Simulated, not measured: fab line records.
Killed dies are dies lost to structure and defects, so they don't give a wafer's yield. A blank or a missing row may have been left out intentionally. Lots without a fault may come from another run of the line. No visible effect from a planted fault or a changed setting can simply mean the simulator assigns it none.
Which tool did it? | flow nand-harc | 36 wafers from 12 lots sampled at 6 of the route's 1302 steps

## WHAT THE GAUGES SHOWED, per wafer
NHARC_P_GATE_CD_MEAS_26: target cd 120 nm. Usual: cd-nm at 120.0 nm, with a standard deviation of 0.57.
lot  | measured     | on        | cd-nm (nm)        | flag
L531 | day 5 04:17  | cd-sem-02 | 120.3 120.3 119.9 |
L534 | day 6 14:05  | cd-sem-02 | 119.7 119.7 119.5 |
L535 | day 6 23:28  | cd-sem-02 | 114.1 113.5 113.2 | OFF
L543 | day 11 04:14 | cd-sem-02 | 118.5 118.9 118.8 |
L545 | day 11 04:53 | cd-sem-03 | 120.7 120.6 120.7 |
L544 | day 11 05:23 | cd-sem-01 | 119.4 119.5 119.6 |
L546 | day 11 18:40 | cd-sem-02 | 120.6 119.7 119.9 |
L548 | day 12 14:55 | cd-sem-03 | 120.5 120.2 120.9 |
L549 | day 12 21:20 | cd-sem-03 | 120.0 119.8 119.8 |
L551 | day 13 15:05 | cd-sem-02 | 120.2 120.8 120.4 |
L552 | day 14 05:24 | cd-sem-03 | 120.8 119.8 119.4 |
L553 | day 14 10:04 | cd-sem-02 | 120.5 120.7 120.2 |

NHARC_END_SORT_01. Usual: killed-at-array 58, standard deviation 18; killed-at-other 1.0, standard deviation 1.5; killed-at-periphery 4, standard deviation 3.1; killed-dies 64, standard deviation 18; killed-open 3.4, standard deviation 1.9; killed-short 2.7, standard deviation 1.7.
lot  | measured     | on        | killed-at-array | killed-at-other | killed-at-periphery | killed-dies | killed-open | killed-short | flag
L545 | day 30 04:23 | prober-01 | 60 65 54        | 0 0 1           | 9 7 4               | 69 72 59    | 2 5 1       | 4 2 1        |
L544 | day 30 14:56 | prober-02 | 39 40 46        | 0 0 0           | 3 5 6               | 42 45 52    | 6 2 1       | 2 4 4        |
L549 | day 32 05:26 | prober-02 | 94 85 76        | 0 3 3           | 1 6 3               | 95 94 82    | 2 6 2       | 1 7 0        |

## WHICH TOOL RAN EACH LOT (tool, then ch and the chambers of the sampled wafers, then the start)
lot  | NHARC_P_GATE_DEP_103            | NHARC_P_GATE_EXPOSE_23             | NHARC_P_GATE_ALD_36               | NHARC_P_GATE_ETCHBACK_37
L531 | pecvd-01 ch 1,2, day 5 03:39    | arfi-scanner-02 ch 0, day 5 04:08  | ald-sin-01 ch 0,3, day 5 05:44    | rie-diel-07 ch 0,3, no start
L534 | pecvd-04 ch 0,2, day 6 13:25    | arfi-scanner-02 ch 0, day 6 13:57  | ald-sin-04 ch 1,3, day 6 16:36    | rie-diel-05 ch 0,2, no start
L535 | pecvd-03 ch 0,1, day 6 22:47    | arfi-scanner-01 ch 0, day 6 23:20  | ald-sin-03 ch 0,1,3, day 7 01:56  | rie-diel-03 ch 0,1, no start
L543 | pecvd-01 ch 0,1,2, day 11 03:34 | arfi-scanner-01 ch 0, day 11 04:07 | ald-sin-04 ch 0,2, day 11 05:45   | rie-diel-03 ch 0,2,3, no start
L545 | pecvd-03 ch 0,2, day 11 04:14   | arfi-scanner-02 ch 0, day 11 04:44 | ald-sin-01 ch 2,3, day 11 07:22   | rie-diel-05 ch 0,1,3, day 30 04:23 or earlier
L544 | pecvd-03 ch 1,2, day 11 04:50   | arfi-scanner-02 ch 0, day 11 05:15 | ald-sin-03 ch 0,1,3, day 11 09:45 | rie-diel-07 ch 0,2, day 30 14:56 or earlier
L546 | pecvd-01 ch 0,1, day 11 17:59   | arfi-scanner-03 ch 0, day 11 18:32 | ald-sin-04 ch 0,1,3, day 11 23:20 | rie-diel-05 ch 0,1,3, no start
L548 | pecvd-01 ch 0,1,2, day 12 14:26 | arfi-scanner-02 ch 0, day 12 14:46 | ald-sin-03 ch 0,2,3, day 12 20:40 | rie-diel-05 ch 0,1,2, no start
L549 | pecvd-03 ch 0,1,2, day 12 20:43 | arfi-scanner-01 ch 0, day 12 21:11 | ald-sin-04 ch 0,2,3, day 13 00:52 | rie-diel-05 ch 1,2,3, day 32 05:26 or earlier
L551 | pecvd-04 ch 0,1, day 13 14:31   | arfi-scanner-02 ch 0, day 13 14:56 | ald-sin-03 ch 2,3, day 13 16:32   | rie-diel-07 ch 1,2, no start
L552 | pecvd-04 ch 1,2, day 14 04:52   | arfi-scanner-02 ch 0, day 14 05:16 | ald-sin-04 ch 0,1,2, day 14 06:50 | rie-diel-07 ch 1,2,3, no start
L553 | pecvd-04 ch 0,1,2, day 14 09:25 | arfi-scanner-01 ch 0, day 14 09:55 | ald-sin-01 ch 0,1,2, day 14 12:34 | rie-diel-07 ch 0,1,3, no start
- NHARC_P_GATE_DEP_103: deposits SiON, target thk 30 nm.
- NHARC_P_GATE_EXPOSE_23: exposes mask P GATE, target cd 120 nm.
- NHARC_P_GATE_ALD_36: deposits SiNx, target thk 20 nm, pulse time 60 s, ald cycles 223.
- NHARC_P_GATE_ETCHBACK_37: etches the open film in CHF3/O2, target depth 34.5 nm, time 17.2 s.

## WHAT THE TOOLS THEMSELVES READ (means of the sampled wafers that have a number; where no wafer has one, the mark that the record gives instead)
NHARC_P_GATE_DEP_103. Usual: heater-power-w at 747 W, with a standard deviation of 72.
lot  | tool     | heater-power-w (W) | flag
L531 | pecvd-01 | 726                |
L534 | pecvd-04 | 796                |
L535 | pecvd-03 | 775                |
L543 | pecvd-01 | 738                |
L545 | pecvd-03 | 708                |
L544 | pecvd-03 | 713                |
L546 | pecvd-01 | 691                |
L548 | pecvd-01 | 670                |
L549 | pecvd-03 | 719                |
L551 | pecvd-04 | 805                |
L552 | pecvd-04 | 749                |
L553 | pecvd-04 | 828                |

NHARC_P_GATE_ALD_36. Usual: heater-power-w 832 W, standard deviation 110; precursor-pulse-height-rel 1.000, standard deviation 0.02.
lot  | tool       | heater-power-w (W) | precursor-pulse-height-rel | flag
L531 | ald-sin-01 | 866                | 0.992                      |
L534 | ald-sin-04 | 1021               | 0.991                      |
L535 | ald-sin-03 | 741                | 1.016                      |
L543 | ald-sin-04 | 798                | 1.003                      |
L545 | ald-sin-01 | 898                | 1.012                      |
L544 | ald-sin-03 | 749                | 1.003                      |
L546 | ald-sin-04 | 911                | 1.008                      |
L548 | ald-sin-03 | 787                | 0.990                      |
L549 | ald-sin-04 | 922                | 0.995                      |
L551 | ald-sin-03 | 849                | 0.989                      |
L552 | ald-sin-04 | 795                | 0.986                      |
L553 | ald-sin-01 | 812                | 1.001                      |

NHARC_P_GATE_ETCHBACK_37. Usual: drypump-motor-current-A 5.8 A, standard deviation 0.46; oes-product-au 0.95 a.u., standard deviation 0.032; rf-vpp-V 371.1 V, standard deviation 2.3; showerhead-plenum-p-Torr 2.42 Torr, standard deviation 0.1; throttle-valve-pct 20.573 %, standard deviation 0.0087.
lot  | tool        | drypump-motor-current-A (A) | oes-product-au (a.u.) | rf-vpp-V (V) | showerhead-plenum-p-Torr (Torr) | throttle-valve-pct (%) | flag
L531 | rie-diel-07 | 5.4                         | 0.92                  | 372.5        | 2.55                            | 20.582                 |
L534 | rie-diel-05 | 5.7                         | 0.99                  | 369.8        | 2.41                            | 20.573                 |
L535 | rie-diel-03 | 5.0                         | 0.93                  | 368.9        | 2.30                            | 20.576                 |
L543 | rie-diel-03 | 5.8                         | 0.94                  | 368.7        | 2.31                            | 20.565                 |
L545 | rie-diel-05 | 5.9                         | 1.00                  | 368.8        | 2.34                            | 20.578                 |
L544 | rie-diel-07 | 5.8                         | 0.93                  | 372.6        | 2.49                            | 20.575                 |
L546 | rie-diel-05 | 6.0                         | 0.99                  | 369.0        | 2.34                            | 20.574                 |
L548 | rie-diel-05 | 6.0                         | 0.93                  | 370.4        | 2.42                            | 20.569                 |
L549 | rie-diel-05 | 6.2                         | 0.92                  | 370.8        | 2.41                            | 20.573                 |
L551 | rie-diel-07 | 6.0                         | 0.95                  | 372.2        | 2.49                            | 20.574                 |
L552 | rie-diel-07 | 5.7                         | 0.92                  | 373.3        | 2.52                            | 20.566                 |
L553 | rie-diel-07 | 5.7                         | 0.93                  | 373.4        | 2.53                            | 20.567                 |

## THE ANSWER, worked out from the rows above alone
Rule: take the mean of a lot's wafers that have a number; if it is more than 3 standard deviations from the usual mean, the lot is off. Also off: a lot with no number at a reading for which 4 or more lots have one. Any other lot the step has rows for is counted as sound. The gauges are gone through in route order, then the tools' own readings, and for those a lot's mean is taken as printed above. At the first step where some lot is off, the reading lying furthest off is the one used; lots without a number count as furthest.
Off, at NHARC_P_GATE_CD_MEAS_26 on cd-nm: L535.
A tool fits if, at a process step before that reading, it ran every lot that is off, and no sound lot after the first of them. Those tools and the gauges at NHARC_P_GATE_CD_MEAS_26 are tried in the same way. Of those tried, none fits.

## WHAT WAS PUT IN BY THE SIMULATOR
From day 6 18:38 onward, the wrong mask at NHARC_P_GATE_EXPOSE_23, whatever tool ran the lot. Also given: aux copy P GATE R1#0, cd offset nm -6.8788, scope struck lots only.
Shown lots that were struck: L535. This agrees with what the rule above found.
